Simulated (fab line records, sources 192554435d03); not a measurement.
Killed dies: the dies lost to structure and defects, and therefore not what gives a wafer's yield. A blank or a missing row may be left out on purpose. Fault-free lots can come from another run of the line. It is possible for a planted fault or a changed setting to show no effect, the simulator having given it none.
A struck lot beside a sound one	flow n5-finfet	19 steps out of a route of 1938
Sound: the wafers L115.2, L115.3, L115.4. Wafers L121.3, L121.4, L121.5 were the ones struck. The cause comes at the end.
At each step with rows: each side's tool, then ch and its chambers, then its first start. Under that, the readings that differ: sound wafers	struck wafers	difference of the means	sigmas: that difference in standard deviations of wafers without a fault.
alike: same words and numbers on both sides, and readings whose means sit less than 2 such deviations apart. not compared: any withheld reading, any reading some wafer has no value for, any bound like >300 that may hide the same value, and any number with overlapping values for which the record gives no deviation.
The two part at a step that has a row with sigmas, a row that says differs or no value, or rows on one side only. Non-overlapping numbers with no deviation appear without sigmas and do not part them. A reading that every wafer of one side lacks parts them only if that side has two wafers or more.

N5_BEOL_M11_ETCH_61: etches SiARC in CF4, target depth 39 nm, time 65 s.
  sound on rie-diel-03 ch 1,2, day 11 11:30; struck on rie-diel-06 ch 1,2,3, day 13 09:12
  alike: drypump-motor-current-A, etch-rf-on-time-s, oes-product-au, rf-vpp-V, showerhead-plenum-p-Torr, throttle-valve-pct
  not compared: rf-hours-counter-h
N5_BEOL_M11_ETCH_62: etches SOC in N2/H2, target depth 110 nm, overetch 22 nm, time 165 s.
  sound on rie-diel-03 ch 1,2, day 11 11:33; struck on rie-diel-06 ch 1,2,3, day 13 09:15
  alike: drypump-motor-current-A, n2-flow-sccm, oes-product-au, rf-vpp-V, showerhead-plenum-p-Torr, throttle-valve-pct
  not compared: rf-hours-counter-h
then, 1 step without rows for these wafers: N5_BEOL_M11_STRIP_68 (strips in N2/H2).
N5_BEOL_M11_STRIP_67: strips in CF4.
  sound on rie-diel-03 ch 1,2, day 11 11:42; struck on rie-diel-06 ch 1,2,3, day 13 09:23
  alike: drypump-motor-current-A, oes-product-au, rf-vpp-V, showerhead-plenum-p-Torr, throttle-valve-pct
  not compared: rf-hours-counter-h
N5_BEOL_M11_HM_OPEN_17: chemistry Cl2/BCl3, target TiN, target depth 20 nm, overetch 6 nm.
  sound on rie-metal-01 ch 0,1, day 11 11:44; struck on rie-metal-01 ch 0,1, day 13 09:28
  alike: drypump-motor-current-A, oes-product-au, throttle-valve-pct
  not compared: rf-hours-counter-h
N5_BEOL_M11_STRIP_19: strips in O2.
  sound on rie-diel-03 ch 0,1, day 11 11:55; struck on rie-diel-03 ch 1,3, day 13 09:33
  alike: drypump-motor-current-A, oes-product-au, rf-vpp-V, showerhead-plenum-p-Torr, throttle-valve-pct
  not compared: rf-hours-counter-h
N5_BEOL_M11_CD_MEAS_18: pitch 140 nm, target cd 70 nm.
  sound on cd-sem-03 at day 11 12:00; struck on cd-sem-03 at day 13 09:38
  alike: cd-nm
then, 5 steps without rows for these wafers: N5_BEOL_M11_COAT_63 (time 60 s, resist thk 100 nm); N5_BEOL_M11_COAT_64 (time 60 s, resist thk 30 nm); N5_BEOL_M11_COAT_22 (resist thk 90 nm); N5_BEOL_M11_EBR_24; N5_BEOL_M11_SOFTBAKE_23 (time 60 s).
N5_BEOL_M11_EXPOSE_25: exposes mask V10.
  sound on arfi-scanner-01 ch 0, day 11 17:25; struck on arfi-scanner-01 ch 0, day 13 11:26
reading	sound	struck	difference	sigmas
model.BEOL_M11.overlay-x-nm (nm)	0 0 0	8.6 8.6 8.6	+8.6	
  alike: mask, stage-vel-mm-s
then, 2 steps without rows for these wafers: N5_BEOL_M11_PEB_26 (peb time 60 s); N5_BEOL_M11_DEVELOP_27 (develop time 30 s).
N5_BEOL_M11_CD_MEAS_28: the cd target is 70 nm.
  sound on cd-sem-03 ch 0, day 11 17:32; struck on cd-sem-02 ch 0, day 13 11:33
  alike: cd-nm
N5_BEOL_M11_OVL_MEAS_29:
  sound on overlay-01 ch 0, day 11 17:34; struck on overlay-02 ch 0, day 13 11:35
reading	sound	struck	difference	sigmas
V10_OVL (nm)	-0.3 -1.9 -0.2	8.6 9.3 8.3	+9.5	+13
N5_BEOL_M11_INSPECT_30: inspects for defects (brightfield).
  sound on defect-inspect-01 at day 11 17:36; struck on defect-inspect-01 at day 13 11:36
  alike: raw-defect-count
N5_PASSIVATION_PROBE_49:
  sound on prober-02 at day 13 15:13; struck on prober-02 at day 15 10:17
  alike: defect-limited-yield, killed_at_M0_to_M3, killed_at_M4_up, killed-at-contacts, killed-at-front-end, killed-at-other, killed-dies, killed-open, killed-short, sort_bin_5_function, sort_bin_6_memory, sort-n-pass, sort-yield-pct

WHERE THEY PART
At N5_BEOL_M11_OVL_MEAS_29 and nowhere else, as far as this record goes. Later steps at which nothing parts them and some readings are alike: N5_BEOL_M11_INSPECT_30, N5_PASSIVATION_PROBE_49.

WHY: the cause the simulator had injected
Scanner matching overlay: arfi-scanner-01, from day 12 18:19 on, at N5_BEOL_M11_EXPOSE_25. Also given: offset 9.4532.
